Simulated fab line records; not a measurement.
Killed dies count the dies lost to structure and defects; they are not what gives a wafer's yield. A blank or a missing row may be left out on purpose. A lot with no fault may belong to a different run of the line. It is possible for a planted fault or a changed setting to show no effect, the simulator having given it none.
Split-lot study -- flow n5Finfet -- 7 lots, 21 wafers read, on a route of 1938 steps

ON THE SPLIT
At N5_BEOL_M1_COAT_73 (time 60 s, resist thk 5 nm), the setting spinRpm was moved away from the recipe's 1500 rpm on 10 of the 21 wafers read, by -8.6% to +10.9%. All remaining wafers had this setting at the recipe value.

FROM THE SPLIT TO THE READING: what the file shows between them, 4 steps
- N5_BEOL_M1_COAT_05: resist thk 30 nm (also split here: spinRpm)
- N5_BEOL_M1_EBR_07
- N5_BEOL_M1_SOFTBAKE_06: time 60 s
- N5_BEOL_M1_DESCUM_16: chemistry O2, time 7 s

THE READING
etch.depthNm (the simulator's own value, which no gauge read), in nm, at N5_BEOL_M1_ETCH_74 (etches underlayer in N2/H2, target depth 6.5 nm, time 5.2 s). There is no usual value for it anywhere in the file. Average 5.010 nm, standard deviation 0.012 nm, over the 11 wafers here run with the recipe.

wafer,"tool, chamber at the split","spinRpm as run, rpm",against the recipe,"etch.depthNm, nm",against lot-mates on the recipe
L075.1,"lithoTrack-03, 0",1581,+5.4%,4.875,-0.107
L075.3,"lithoTrack-03, 0",1581,+5.4%,4.846,-0.136
L075.6,"lithoTrack-03, 0",1500,recipe,4.982,-
L080.2,"lithoTrack-05, 0",1500,recipe,5.016,-
L080.4,"lithoTrack-05, 0",1371,-8.6%,5.251,+0.232
L080.6,"lithoTrack-05, 0",1500,recipe,5.023,-
L082.2,"lithoTrack-05, 0",1594,+6.3%,4.843,-0.149
L082.4,"lithoTrack-05, 0",1500,recipe,4.992,-
L082.6,"lithoTrack-05, 0",1594,+6.3%,4.84,-0.152
L091.3,"lithoTrack-05, 0",1664,+10.9%,4.757,-0.262
L091.4,"lithoTrack-05, 0",1500,recipe,5.019,-
L091.5,"lithoTrack-05, 0",1664,+10.9%,4.746,-0.273
L094.2,"lithoTrack-04, 0",1500,recipe,5.015,-
L094.3,"lithoTrack-04, 0",1500,recipe,5.007,-
L094.4,"lithoTrack-04, 0",1576,+5.1%,4.887,-0.124
L097.1,"lithoTrack-05, 0",1599,+6.6%,4.869,-0.138
L097.3,"lithoTrack-05, 0",1500,recipe,5.007,-
L097.6,"lithoTrack-05, 0",1599,+6.6%,4.856,-0.151
L096.1,"lithoTrack-03, 0",1500,recipe,5.011,-
L096.2,"lithoTrack-03, 0",1500,recipe,5.017,-
L096.3,"lithoTrack-03, 0",1500,recipe,5.02,-

THE FIT
A straight line over all 21 wafers: etch.depthNm changes by -0.0251 nm for each +1% of spinRpm; r = -0.99; the points scatter about the line by 0.015 nm.
The same after taking each lot's own level away (the mean of its wafers on the recipe; 21 wafers): -0.0245 nm for each +1%; r = -1.00; scatter 0.0092 nm.
On that fit, the largest move of spinRpm shifts the reading by 0.27 nm.
Across the lots, their own levels run from 4.9820 to 5.0195 nm, a range of 3.1 times the standard deviation given above.
The two slopes agree, so the slope changes little with the lot-to-lot level.
Check: for one of the wafers moved furthest among these (+10.9%), held out of the fit, the line's prediction against its lot-mates is -0.265 nm. It came out at -0.262 nm against them.

FURTHER SPLITS ON THESE WAFERS
Note: prior to the reading, these wafers also went through further splits. Each is held against what the fit with the lots' levels taken away leaves over:
other split on the same wafers,wafers away from the commonest value,r with etch.depthNm (lot level and that fit taken away)
N5_BEOL_M0_SAQP_COAT_81 spinRpm,5,-0.01
N5_BEOL_M0_CUTY_COAT_51 spinRpm,5,+0.11
N5_BEOL_M1_COAT_05 spinRpm,11,-0.09

THE WHOLE CHAIN: every reading that the file lists as answering this split, in the file's order
step,what it does,reading,change (the file's fit),r (the file's)
N5_BEOL_M1_ETCH_74,"etches underlayer in N2/H2, target depth 6.5 nm, time 5.2 s","etch.depthNm (the simulator's own value, which no gauge read)",-0.0244 nm for each +1% of the setting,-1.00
N5_BEOL_M1_ETCH_63,"etches SiARC in CF4, target depth 15.6 nm, time 26 s","CAR-EUV_of_BEOL_M1_COAT_05.thkNm (the simulator's own value, which no gauge read)","+0.0332 nm for each +1% of the setting, in a fit together with spinRpm@BEOL_M1_COAT_05",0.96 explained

FILE'S OWN FIT
etch.depthNm changes by -0.0244 nm for each +1% of spinRpm, r = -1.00.
